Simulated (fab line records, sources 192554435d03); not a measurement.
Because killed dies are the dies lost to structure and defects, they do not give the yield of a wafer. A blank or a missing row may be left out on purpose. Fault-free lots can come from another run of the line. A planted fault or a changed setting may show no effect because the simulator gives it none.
Chamber matching :: flow n5-finfet :: N5_FIN_SAQP_HM_OPEN_33 on rie-diel-05 has 4 sister chambers
The step chemistry CH3F/O2, target SiNx, target depth 49.4 nm, time 70.6 s. 16 wafers are shown with their chamber, then 8 later ones without.

## WAFERS PAIRED WITH THEIR CHAMBERS
wafer: L076.2
chamber: 3
showerhead-plenum-p-Torr (Torr): 2.00
drypump-motor-current-A (A): 5.8
throttle-valve-pct (%): 16.57

wafer: L076.3
chamber: 2
showerhead-plenum-p-Torr (Torr): 2.02
drypump-motor-current-A (A): 5.3
throttle-valve-pct (%): 16.18

wafer: L076.5
chamber: 3
showerhead-plenum-p-Torr (Torr): 2.00
drypump-motor-current-A (A): 5.8
throttle-valve-pct (%): 16.58

wafer: L079.2
chamber: 3
showerhead-plenum-p-Torr (Torr): 2.00
drypump-motor-current-A (A): 5.8
throttle-valve-pct (%): 16.58

wafer: L079.3
chamber: 2
showerhead-plenum-p-Torr (Torr): 2.02
drypump-motor-current-A (A): 5.3
throttle-valve-pct (%): 16.18

wafer: L079.6
chamber: 1
showerhead-plenum-p-Torr (Torr): 2.07
drypump-motor-current-A (A): 5.3
throttle-valve-pct (%): 16.76

wafer: L083.1
chamber: 3
showerhead-plenum-p-Torr (Torr): 2.00
drypump-motor-current-A (A): 5.8
throttle-valve-pct (%): 16.61

wafer: L083.2
chamber: 2
showerhead-plenum-p-Torr (Torr): 2.02
drypump-motor-current-A (A): 5.3
throttle-valve-pct (%): 16.21

wafer: L083.4
chamber: 1
showerhead-plenum-p-Torr (Torr): 2.07
drypump-motor-current-A (A): 5.2
throttle-valve-pct (%): 16.79

wafer: L084.2
chamber: 2
showerhead-plenum-p-Torr (Torr): 2.01
drypump-motor-current-A (A): 5.3
throttle-valve-pct (%): 16.20

wafer: L084.3
chamber: 3
showerhead-plenum-p-Torr (Torr): 2.00
drypump-motor-current-A (A): 5.8
throttle-valve-pct (%): 16.62

wafer: L084.6
chamber: 1
showerhead-plenum-p-Torr (Torr): 2.07
drypump-motor-current-A (A): 5.3
throttle-valve-pct (%): 16.77

wafer: L085.1
chamber: 3
showerhead-plenum-p-Torr (Torr): 2.00
drypump-motor-current-A (A): 5.8
throttle-valve-pct (%): 16.61

wafer: L085.3
chamber: 2
showerhead-plenum-p-Torr (Torr): 2.01
drypump-motor-current-A (A): 5.3
throttle-valve-pct (%): 16.22

wafer: L085.4
chamber: 0
showerhead-plenum-p-Torr (Torr): 1.90
drypump-motor-current-A (A): 6.0
throttle-valve-pct (%): 16.34

wafer: L089.3
chamber: 3
showerhead-plenum-p-Torr (Torr): 2.00
drypump-motor-current-A (A): 5.8
throttle-valve-pct (%): 16.64

SIGNATURES (averages over the wafers above)
reading: showerhead-plenum-p-Torr
chamber 0: 1.9000
chamber 1: 2.0700
chamber 2: 2.0160
chamber 3: 2.0000
scatter within a chamber: 0.00316

reading: drypump-motor-current-A
chamber 0: 6.000
chamber 1: 5.267
chamber 2: 5.300
chamber 3: 5.800
scatter within a chamber: 0.0236

reading: throttle-valve-pct
chamber 0: 16.3400
chamber 1: 16.7733
chamber 2: 16.1980
chamber 3: 16.6014
scatter within a chamber: 0.0217
Rule: distance of a wafer from a chamber = root of the sum over the readings of ((wafer's reading minus chamber's mean) / reading's scatter) squared. The wafer belongs to the nearest chamber; if the next one is less than 2 further off, it can't be placed. The scatter: take each reading less its chamber's mean, square it, sum over the shown wafers, divide by the number of wafers less the number of chambers, and take the root.

## WAFERS WHOSE CHAMBER IS MISSING
wafer: L089.4
showerhead-plenum-p-Torr (Torr): 2.00
drypump-motor-current-A (A): 5.8
throttle-valve-pct (%): 16.64

wafer: L089.6
showerhead-plenum-p-Torr (Torr): 2.01
drypump-motor-current-A (A): 5.3
throttle-valve-pct (%): 16.23

wafer: L092.1
showerhead-plenum-p-Torr (Torr): 2.06
drypump-motor-current-A (A): 5.3
throttle-valve-pct (%): 16.41

wafer: L092.4
showerhead-plenum-p-Torr (Torr): 2.01
drypump-motor-current-A (A): 5.3
throttle-valve-pct (%): 16.24

wafer: L092.6
showerhead-plenum-p-Torr (Torr): 2.06
drypump-motor-current-A (A): 5.2
throttle-valve-pct (%): 16.41

wafer: L093.1
showerhead-plenum-p-Torr (Torr): 1.90
drypump-motor-current-A (A): 6.0
throttle-valve-pct (%): 16.34

wafer: L093.3
showerhead-plenum-p-Torr (Torr): 2.06
drypump-motor-current-A (A): 5.3
throttle-valve-pct (%): 16.41

wafer: L093.4
showerhead-plenum-p-Torr (Torr): 2.01
drypump-motor-current-A (A): 5.3
throttle-valve-pct (%): 16.24

## CHAMBER TAKEN BY EACH
wafer: L089.4
from the rows above: 3
in truth: 3

wafer: L089.6
from the rows above: 2
in truth: 2

wafer: L092.1
from the rows above: can't be placed: 2 or 1
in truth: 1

wafer: L092.4
from the rows above: 2
in truth: 2

wafer: L092.6
from the rows above: can't be placed: 1 or 2
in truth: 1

wafer: L093.1
from the rows above: 0
in truth: 0

wafer: L093.3
from the rows above: can't be placed: 2 or 1
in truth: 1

wafer: L093.4
from the rows above: 2
in truth: 2
Placed correctly: 5 of 8. Can't be placed from these rows: 3 (the true chamber is among the candidates in 3). Placed wrongly: 0.
